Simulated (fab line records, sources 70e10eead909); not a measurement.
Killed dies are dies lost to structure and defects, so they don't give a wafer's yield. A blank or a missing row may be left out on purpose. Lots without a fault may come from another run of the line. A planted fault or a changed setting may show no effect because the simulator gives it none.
Which tool did it? | flow nand_harc | 23 lots, 69 wafers sampled, at 6 steps of a route of 1302

WHAT THE GAUGES READ, wafer by wafer
The record holds no reading of a measuring or inspecting step that can be judged against a usual standard deviation.

WHICH TOOL RAN EACH LOT (tool, then ch and the chambers of the sampled wafers, then the start)
lot  | NHARC_A_STAIRCASE_TRIM_191                    | NHARC_A_STAIRCASE_ETCH_203                    | NHARC_A_STAIRCASE_TRIM_229         | NHARC_A_STAIRCASE_TRIM_231                    | NHARC_A_STAIRCASE_ETCH_236                    | NHARC_A_STAIRCASE_DESCUM_270
L074 | rie_diel-08 ch 1,2,3, day 16 00:10 or earlier | rie_diel-01 ch 0,1,3, day 16 00:10 or earlier | rie_diel-10 ch 0,1,2, day 16 00:10 | rie_diel-10 ch 0,2,3, day 16 06:37 or earlier | rie_diel-10 ch 1,2,3, day 16 06:37 or earlier | rie_diel-08 ch 1,2,3, day 16 06:37
L075 | rie_diel-10 ch 1,2,3, day 16 09:23 or earlier | rie_diel-01 ch 0,3, day 16 09:23 or earlier   | rie_diel-08 ch 2,3, day 16 09:23   | rie_diel-08 ch 0,1,2, day 16 16:56 or earlier | rie_diel-08 ch 2,3, day 16 16:56 or earlier   | rie_diel-01 ch 0,1,2, day 16 16:56
L076 | rie_diel-01 ch 1,2, day 16 12:26 or earlier   | rie_diel-01 ch 0,1, day 16 12:26 or earlier   | rie_diel-01 ch 0,1, day 16 12:26   | rie_diel-01 ch 1,2,3, day 16 20:42 or earlier | rie_diel-01 ch 0,3, day 16 20:42 or earlier   | rie_diel-01 ch 1,2, day 16 20:42
L077 | rie_diel-10 ch 1,2, day 17 05:41 or earlier   | rie_diel-10 ch 0,2, day 17 05:41 or earlier   | rie_diel-10 ch 0,3, day 17 05:41   | rie_diel-10 ch 0,2,3, day 17 14:42 or earlier | rie_diel-10 ch 0,3, day 17 14:42 or earlier   | rie_diel-08 ch 0,2, day 17 14:42
L078 | rie_diel-10 ch 1,3, day 17 12:06 or earlier   | rie_diel-10 ch 0,1,3, day 17 12:06 or earlier | rie_diel-01 ch 1,2, day 17 12:06   | rie_diel-01 ch 1,3, day 17 18:59 or earlier   | rie_diel-01 ch 0,2,3, day 17 18:59 or earlier | rie_diel-08 ch 2,3, day 17 18:59
L079 | rie_diel-10 ch 1,2,3, day 17 13:07 or earlier | rie_diel-10 ch 0,2,3, day 17 13:07 or earlier | rie_diel-10 ch 0,3, day 17 13:07   | rie_diel-10 ch 0,3, day 17 20:03 or earlier   | rie_diel-10 ch 2,3, day 17 20:03 or earlier   | rie_diel-01 ch 1,2,3, day 17 20:03
L080 | rie_diel-08 ch 0,3, day 18 08:19 or earlier   | rie_diel-08 ch 0,1,3, day 18 08:19 or earlier | rie_diel-01 ch 2,3, day 18 08:19   | rie_diel-01 ch 0,1,3, day 18 14:32 or earlier | rie_diel-01 ch 0,2, day 18 14:32 or earlier   | rie_diel-08 ch 0,2,3, day 18 14:32
L081 | rie_diel-10 ch 0,1, day 18 09:14 or earlier   | rie_diel-10 ch 0,1, day 18 09:14 or earlier   | rie_diel-10 ch 0,2, day 18 09:14   | rie_diel-10 ch 0,1,2, day 18 16:30 or earlier | rie_diel-10 ch 0,1, day 18 16:30 or earlier   | rie_diel-08 ch 0,2,3, day 18 16:30
L083 | rie_diel-10 ch 0,1,2, day 19 10:41 or earlier | rie_diel-08 ch 0,2,3, day 19 10:41 or earlier | rie_diel-10 ch 0,2,3, day 19 10:41 | rie_diel-10 ch 0,1,2, day 19 19:20 or earlier | rie_diel-10 ch 0,1,2, day 19 19:20 or earlier | rie_diel-10 ch 0,1,3, day 19 19:20
L082 | rie_diel-01 ch 0,1,2, day 19 14:41 or earlier | rie_diel-08 ch 0,1,3, day 19 14:41 or earlier | rie_diel-10 ch 0,1,2, day 19 14:41 | rie_diel-10 ch 0,1,3, day 19 22:33 or earlier | rie_diel-10 ch 0,3, day 19 22:33 or earlier   | rie_diel-10 ch 2,3, day 19 22:33
L085 | rie_diel-10 ch 1,2, day 20 09:17 or earlier   | rie_diel-08 ch 0,3, day 20 09:17 or earlier   | rie_diel-01 ch 0,1, day 20 09:17   | rie_diel-01 ch 0,2,3, day 20 15:42 or earlier | rie_diel-01 ch 0,1,3, day 20 15:42 or earlier | rie_diel-01 ch 2,3, day 20 15:42
L084 | rie_diel-08 ch 2,3, day 20 09:25 or earlier   | rie_diel-01 ch 0,3, day 20 09:25 or earlier   | rie_diel-10 ch 0,1, day 20 09:25   | rie_diel-10 ch 2,3, day 20 15:59 or earlier   | rie_diel-10 ch 0,1,3, day 20 15:59 or earlier | rie_diel-10 ch 2,3, day 20 15:59
L086 | rie_diel-08 ch 2,3, day 21 06:51 or earlier   | rie_diel-08 ch 1,2,3, day 21 06:51 or earlier | rie_diel-01 ch 2,3, day 21 06:51   | rie_diel-01 ch 1,2, day 21 15:32 or earlier   | rie_diel-01 ch 2,3, day 21 15:32 or earlier   | rie_diel-01 ch 0,2,3, day 21 15:32
L087 | rie_diel-01 ch 1,2, day 21 07:07 or earlier   | rie_diel-01 ch 1,3, day 21 07:07 or earlier   | rie_diel-10 ch 0,3, day 21 07:07   | rie_diel-10 ch 1,2, day 21 17:25 or earlier   | rie_diel-10 ch 0,1,3, day 21 17:25 or earlier | rie_diel-08 ch 0,1,3, day 21 17:25
L088 | rie_diel-08 ch 2,3, day 22 07:28 or earlier   | rie_diel-08 ch 0,1, day 22 07:28 or earlier   | rie_diel-08 ch 0,3, day 22 07:28   | rie_diel-08 ch 0,1,3, day 22 13:52 or earlier | rie_diel-08 ch 0,1,2, day 22 13:52 or earlier | rie_diel-01 ch 0,2,3, day 22 13:52
L089 | rie_diel-10 ch 0,1,2, day 22 10:56 or earlier | rie_diel-10 ch 1,3, day 22 10:56 or earlier   | rie_diel-08 ch 0,1,2, day 22 10:56 | rie_diel-08 ch 0,3, day 22 17:08 or earlier   | rie_diel-08 ch 0,3, day 22 17:08 or earlier   | rie_diel-10 ch 1,2,3, day 22 17:08
L091 | rie_diel-01 ch 1,3, day 22 17:29 or earlier   | rie_diel-08 ch 0,2, day 22 17:29 or earlier   | rie_diel-01 ch 1,2, day 22 17:29   | rie_diel-01 ch 0,2, day 23 00:58 or earlier   | rie_diel-01 ch 0,2,3, day 23 00:58 or earlier | rie_diel-08 ch 0,1,3, day 23 00:58
L090 | rie_diel-10 ch 0,1,3, day 22 17:52 or earlier | rie_diel-10 ch 2,3, day 22 17:52 or earlier   | rie_diel-08 ch 2,3, day 22 17:52   | rie_diel-08 ch 0,1,3, day 23 02:36 or earlier | rie_diel-08 ch 0,1,3, day 23 02:36 or earlier | rie_diel-08 ch 0,3, day 23 02:36
L093 | rie_diel-01 ch 0,3, day 24 08:07 or earlier   | rie_diel-01 ch 0,1, day 24 08:07 or earlier   | rie_diel-10 ch 1,2, day 24 08:07   | rie_diel-10 ch 2,3, day 24 15:08 or earlier   | rie_diel-10 ch 0,1, day 24 15:08 or earlier   | rie_diel-10 ch 1,2,3, day 24 15:08
L095 | rie_diel-10 ch 0,2,3, day 24 09:31 or earlier | rie_diel-01 ch 0,1, day 24 09:31 or earlier   | rie_diel-08 ch 0,1, day 24 09:31   | rie_diel-08 ch 0,1, day 24 16:58 or earlier   | rie_diel-08 ch 0,1,2, day 24 16:58 or earlier | rie_diel-01 ch 0,1,2, day 24 16:58
L094 | rie_diel-10 ch 0,1,3, day 24 10:10 or earlier | rie_diel-10 ch 0,1, day 24 10:10 or earlier   | rie_diel-10 ch 1,2,3, day 24 10:10 | rie_diel-10 ch 0,2, day 24 19:45 or earlier   | rie_diel-10 ch 0,1, day 24 19:45 or earlier   | rie_diel-01 ch 0,2, day 24 19:45
L096 | rie_diel-10 ch 0,2,3, day 25 02:12 or earlier | rie_diel-10 ch 0,1,2, day 25 02:12 or earlier | rie_diel-01 ch 1,2,3, day 25 02:12 | rie_diel-01 ch 0,1,2, day 25 12:05 or earlier | rie_diel-01 ch 0,1,3, day 25 12:05 or earlier | rie_diel-01 ch 0,1,3, day 25 12:05
L097 | rie_diel-08 ch 0,1,3, day 25 19:32 or earlier | rie_diel-08 ch 0,1,3, day 25 19:32 or earlier | rie_diel-08 ch 0,1,2, day 25 19:32 | rie_diel-08 ch 0,1,2, day 26 04:42 or earlier | rie_diel-08 ch 0,1,2, day 26 04:42 or earlier | rie_diel-01 ch 0,1,3, day 26 04:42
- NHARC_A_STAIRCASE_TRIM_191: chemistry O2, time 211.2 s.
- NHARC_A_STAIRCASE_ETCH_203: etches the open film in C4F8/O2, target depth 100 nm, time 40.5 s.
- NHARC_A_STAIRCASE_TRIM_229: chemistry O2, time 211.2 s.
- NHARC_A_STAIRCASE_TRIM_231: chemistry O2, time 211.2 s.
- NHARC_A_STAIRCASE_ETCH_236: etches the open film in C4F8/O2, target depth 100 nm, time 40.5 s.
- NHARC_A_STAIRCASE_DESCUM_270: chemistry O2, time 3 s.

WHAT THE TOOLS THEMSELVES READ (means of the sampled wafers that have a number; where no wafer has one, the mark that the record gives instead)
NHARC_A_STAIRCASE_TRIM_191.
lot  | tool        | drypump_motor_current_A (A) | oes_product_au (a.u.) | rf_vpp_V (V) | showerhead_plenum_p_Torr (Torr) | throttle_valve_pct (%)
L074 | rie_diel-08 | 5.74                        | 0.996                 | 57.6         | 3.53                            | 17.039
L075 | rie_diel-10 | 5.60                        | 1.005                 | 57.4         | 3.46                            | 17.033
L076 | rie_diel-01 | 6.11                        | 0.999                 | 57.3         | 3.45                            | 17.039
L077 | rie_diel-10 | 5.33                        | 1.004                 | 56.5         | 3.46                            | 17.027
L078 | rie_diel-10 | 5.88                        | 1.001                 | 57.5         | 3.45                            | 17.033
L079 | rie_diel-10 | 5.59                        | 0.998                 | 57.1         | 3.46                            | 17.031
L080 | rie_diel-08 | 5.82                        | 0.988                 | 57.9         | 3.34                            | 17.030
L081 | rie_diel-10 | 5.72                        | 0.997                 | 57.5         | 3.35                            | 17.044
L083 | rie_diel-10 | 5.54                        | 1.006                 | 58.5         | 3.61                            | 17.031
L082 | rie_diel-01 | 5.91                        | 0.995                 | 57.4         | 3.43                            | 17.027
L085 | rie_diel-10 | 5.46                        | 1.003                 | 57.6         | 3.71                            | 17.044
L084 | rie_diel-08 | 5.91                        | 0.997                 | 58.2         | 3.41                            | 17.039
L086 | rie_diel-08 | 5.89                        | 1.013                 | 56.9         | 3.38                            | 17.034
L087 | rie_diel-01 | 6.12                        | 0.998                 | 57.3         | 3.39                            | 17.043
L088 | rie_diel-08 | 5.92                        | 1.007                 | 57.7         | 3.40                            | 17.040
L089 | rie_diel-10 | 5.54                        | 1.000                 | 57.5         | 3.60                            | 17.039
L091 | rie_diel-01 | 5.80                        | 1.005                 | 57.6         | 3.40                            | 17.032
L090 | rie_diel-10 | 5.81                        | 1.001                 | 57.6         | 3.59                            | 17.040
L093 | rie_diel-01 | 5.55                        | 0.992                 | 56.9         | 3.41                            | 17.038
L095 | rie_diel-10 | 5.68                        | 1.000                 | 58.1         | 3.50                            | 17.036
L094 | rie_diel-10 | 5.82                        | 0.996                 | 58.1         | 3.58                            | 17.031
L096 | rie_diel-10 | 5.69                        | 1.005                 | 57.7         | 3.49                            | 17.035
L097 | rie_diel-08 | 5.74                        | 0.998                 | 57.7         | 3.65                            | 17.028

NHARC_A_STAIRCASE_ETCH_203.
lot  | tool        | oes_product_au (a.u.) | rf_vpp_V (V)
L074 | rie_diel-01 | 0.937                 | 894
L075 | rie_diel-01 | 0.944                 | 892
L076 | rie_diel-01 | 0.948                 | 894
L077 | rie_diel-10 | 0.933                 | 896
L078 | rie_diel-10 | 0.942                 | 893
L079 | rie_diel-10 | 0.947                 | 895
L080 | rie_diel-08 | 0.946                 | 894
L081 | rie_diel-10 | 0.944                 | 892
L083 | rie_diel-08 | 0.945                 | 890
L082 | rie_diel-08 | 0.943                 | 895
L085 | rie_diel-08 | 0.952                 | 890
L084 | rie_diel-01 | 0.940                 | 893
L086 | rie_diel-08 | 0.941                 | 895
L087 | rie_diel-01 | 0.942                 | 893
L088 | rie_diel-08 | 0.951                 | 898
L089 | rie_diel-10 | 0.936                 | 900
L091 | rie_diel-08 | 0.944                 | 887
L090 | rie_diel-10 | 0.945                 | 895
L093 | rie_diel-01 | 0.957                 | 893
L095 | rie_diel-01 | 0.939                 | 892
L094 | rie_diel-10 | 0.945                 | 897
L096 | rie_diel-10 | 0.944                 | 899
L097 | rie_diel-08 | 0.943                 | 900

NHARC_A_STAIRCASE_TRIM_229.
lot  | tool        | drypump_motor_current_A (A) | oes_product_au (a.u.) | rf_vpp_V (V) | showerhead_plenum_p_Torr (Torr) | throttle_valve_pct (%)
L074 | rie_diel-10 | 5.54                        | 0.996                 | 57.9         | 3.44                            | 17.035
L075 | rie_diel-08 | 5.90                        | 0.992                 | 57.9         | 3.42                            | 17.032
L076 | rie_diel-01 | 5.70                        | 0.999                 | 58.8         | 3.47                            | 17.038
L077 | rie_diel-10 | 5.96                        | 1.013                 | 58.0         | 3.52                            | 17.035
L078 | rie_diel-01 | 6.11                        | 1.003                 | 57.3         | 3.41                            | 17.041
L079 | rie_diel-10 | 5.96                        | 1.004                 | 57.2         | 3.52                            | 17.044
L080 | rie_diel-01 | 5.97                        | 0.992                 | 57.4         | 3.38                            | 17.034
L081 | rie_diel-10 | 5.61                        | 0.999                 | 57.9         | 3.50                            | 17.046
L083 | rie_diel-10 | 5.69                        | 1.006                 | 58.1         | 3.52                            | 17.037
L082 | rie_diel-10 | 5.55                        | 0.997                 | 57.8         | 3.61                            | 17.041
L085 | rie_diel-01 | 5.90                        | 0.991                 | 57.2         | 3.45                            | 17.032
L084 | rie_diel-10 | 5.70                        | 0.998                 | 57.7         | 3.69                            | 17.032
L086 | rie_diel-01 | 5.83                        | 1.002                 | 56.5         | 3.38                            | 17.037
L087 | rie_diel-10 | 5.88                        | 0.998                 | 57.5         | 3.49                            | 17.031
L088 | rie_diel-08 | 5.86                        | 0.999                 | 58.4         | 3.38                            | 17.027
L089 | rie_diel-08 | 5.70                        | 1.009                 | 57.7         | 3.45                            | 17.036
L091 | rie_diel-01 | 6.10                        | 1.004                 | 57.6         | 3.42                            | 17.027
L090 | rie_diel-08 | 5.91                        | 1.001                 | 57.4         | 3.40                            | 17.038
L093 | rie_diel-10 | 5.36                        | 1.001                 | 57.4         | 3.61                            | 17.041
L095 | rie_diel-08 | 5.59                        | 1.007                 | 57.7         | 3.76                            | 17.041
L094 | rie_diel-10 | 5.62                        | 1.000                 | 57.7         | 3.60                            | 17.034
L096 | rie_diel-01 | 5.96                        | 0.990                 | 57.6         | 3.39                            | 17.031
L097 | rie_diel-08 | 5.70                        | 0.995                 | 58.1         | 3.62                            | 17.044

NHARC_A_STAIRCASE_TRIM_231.
lot  | tool        | drypump_motor_current_A (A) | oes_product_au (a.u.) | rf_vpp_V (V) | showerhead_plenum_p_Torr (Torr) | throttle_valve_pct (%)
L074 | rie_diel-10 | 5.68                        | 1.012                 | 57.3         | 3.53                            | 17.037
L075 | rie_diel-08 | 5.69                        | 0.993                 | 57.7         | 3.48                            | 17.037
L076 | rie_diel-01 | 5.98                        | 0.999                 | 57.5         | 3.42                            | 17.034
L077 | rie_diel-10 | 5.67                        | 0.999                 | 58.2         | 3.53                            | 17.040
L078 | rie_diel-01 | 5.93                        | 1.004                 | 57.2         | 3.45                            | 17.042
L079 | rie_diel-10 | 5.90                        | 1.002                 | 57.9         | 3.51                            | 17.036
L080 | rie_diel-01 | 5.75                        | 0.990                 | 58.0         | 3.44                            | 17.044
L081 | rie_diel-10 | 5.55                        | 0.989                 | 57.1         | 3.43                            | 17.034
L083 | rie_diel-10 | 5.55                        | 1.005                 | 57.4         | 3.61                            | 17.042
L082 | rie_diel-10 | 5.81                        | 1.006                 | 57.8         | 3.60                            | 17.033
L085 | rie_diel-01 | 5.76                        | 0.997                 | 56.7         | 3.40                            | 17.037
L084 | rie_diel-10 | 5.48                        | 1.007                 | 57.5         | 3.53                            | 17.037
L086 | rie_diel-01 | 6.13                        | 1.000                 | 57.4         | 3.39                            | 17.028
L087 | rie_diel-10 | 5.33                        | 1.001                 | 58.2         | 3.62                            | 17.034
L088 | rie_diel-08 | 5.73                        | 1.011                 | 57.6         | 3.48                            | 17.039
L089 | rie_diel-08 | 5.87                        | 1.005                 | 56.9         | 3.38                            | 17.038
L091 | rie_diel-01 | 5.91                        | 1.000                 | 57.1         | 3.38                            | 17.046
L090 | rie_diel-08 | 5.72                        | 1.009                 | 57.6         | 3.48                            | 17.027
L093 | rie_diel-10 | 5.46                        | 1.008                 | 57.6         | 3.52                            | 17.032
L095 | rie_diel-08 | 5.67                        | 1.006                 | 57.5         | 3.79                            | 17.043
L094 | rie_diel-10 | 5.40                        | 1.000                 | 58.2         | 3.50                            | 17.027
L096 | rie_diel-01 | 5.90                        | 0.997                 | 57.9         | 3.40                            | 17.044
L097 | rie_diel-08 | 5.71                        | 0.992                 | 57.7         | 3.62                            | 17.036

NHARC_A_STAIRCASE_ETCH_236.
lot  | tool        | oes_product_au (a.u.) | rf_vpp_V (V)
L074 | rie_diel-10 | 0.953                 | 893
L075 | rie_diel-08 | 0.952                 | 890
L076 | rie_diel-01 | 0.949                 | 893
L077 | rie_diel-10 | 0.949                 | 896
L078 | rie_diel-01 | 0.939                 | 892
L079 | rie_diel-10 | 0.948                 | 897
L080 | rie_diel-01 | 0.935                 | 892
L081 | rie_diel-10 | 0.940                 | 889
L083 | rie_diel-10 | 0.950                 | 898
L082 | rie_diel-10 | 0.946                 | 896
L085 | rie_diel-01 | 0.941                 | 893
L084 | rie_diel-10 | 0.927                 | 898
L086 | rie_diel-01 | 0.946                 | 891
L087 | rie_diel-10 | 0.945                 | 899
L088 | rie_diel-08 | 0.950                 | 893
L089 | rie_diel-08 | 0.949                 | 891
L091 | rie_diel-01 | 0.954                 | 890
L090 | rie_diel-08 | 0.946                 | 894
L093 | rie_diel-10 | 0.932                 | 901
L095 | rie_diel-08 | 0.947                 | 899
L094 | rie_diel-10 | 0.939                 | 901
L096 | rie_diel-01 | 0.949                 | 891
L097 | rie_diel-08 | 0.939                 | 899

NHARC_A_STAIRCASE_DESCUM_270.
lot  | tool        | drypump_motor_current_A (A) | oes_product_au (a.u.) | rf_vpp_V (V) | showerhead_plenum_p_Torr (Torr) | throttle_valve_pct (%)
L074 | rie_diel-08 | 5.75                        | 1.003                 | 57.4         | 1.91                            | 11.302
L075 | rie_diel-01 | 5.87                        | 0.993                 | 57.5         | 1.86                            | 11.306
L076 | rie_diel-01 | 6.08                        | 0.997                 | 57.1         | 1.86                            | 11.311
L077 | rie_diel-08 | 5.80                        | 0.993                 | 56.5         | 1.80                            | 11.309
L078 | rie_diel-08 | 5.89                        | 1.001                 | 57.0         | 1.85                            | 11.310
L079 | rie_diel-01 | 5.96                        | 1.000                 | 57.3         | 1.85                            | 11.306
L080 | rie_diel-08 | 5.83                        | 1.004                 | 57.5         | 1.82                            | 11.307
L081 | rie_diel-08 | 5.82                        | 0.993                 | 57.1         | 1.82                            | 11.311
L083 | rie_diel-10 | 5.81                        | 1.006                 | 58.1         | 1.95                            | 11.300
L082 | rie_diel-10 | 5.47                        | 1.007                 | 57.9         | 1.92                            | 11.314
L085 | rie_diel-01 | 5.81                        | 1.008                 | 56.8         | 1.83                            | 11.308
L084 | rie_diel-10 | 5.72                        | 1.005                 | 58.0         | 1.91                            | 11.315
L086 | rie_diel-01 | 5.76                        | 0.992                 | 57.5         | 1.84                            | 11.305
L087 | rie_diel-08 | 5.71                        | 1.007                 | 57.2         | 1.89                            | 11.305
L088 | rie_diel-01 | 5.76                        | 1.000                 | 57.5         | 1.83                            | 11.314
L089 | rie_diel-10 | 5.59                        | 1.000                 | 57.8         | 1.96                            | 11.308
L091 | rie_diel-08 | 5.73                        | 1.002                 | 58.2         | 1.89                            | 11.302
L090 | rie_diel-08 | 5.87                        | 0.999                 | 56.0         | 1.82                            | 11.315
L093 | rie_diel-10 | 5.58                        | 0.999                 | 58.7         | 1.96                            | 11.311
L095 | rie_diel-01 | 5.88                        | 0.999                 | 58.0         | 1.84                            | 11.306
L094 | rie_diel-01 | 5.89                        | 1.005                 | 58.1         | 1.82                            | 11.309
L096 | rie_diel-01 | 5.75                        | 0.997                 | 57.4         | 1.84                            | 11.320
L097 | rie_diel-01 | 5.73                        | 1.005                 | 57.0         | 1.84                            | 11.307

THE ANSWER, worked out from the rows above alone
Rule: what is usual is taken from the lots themselves. Put in order of their means at a reading, lots are off if they are a third of the lots or fewer, leave a main group of 4 or more, and stand apart from it by a gap of 3 or more times the standard deviation of the main group's means; of several such gaps the widest counts. A main group whose means are all the same, to the digits that the tables above print for the reading, isn't used. A lot without any number at a reading at which 4 lots or more have one is off too. The other lots that the step has rows for count as sound. The gauges are gone through in route order, then the tools' own readings, and for those a lot's mean is taken as printed above. The first step at which some lot is off is used, and at that step the reading that is off furthest; a lot without a number counts as furthest.
No lot is off at any reading shown: from this, nothing can be told.

WHAT THE SIMULATOR HAD PUT IN
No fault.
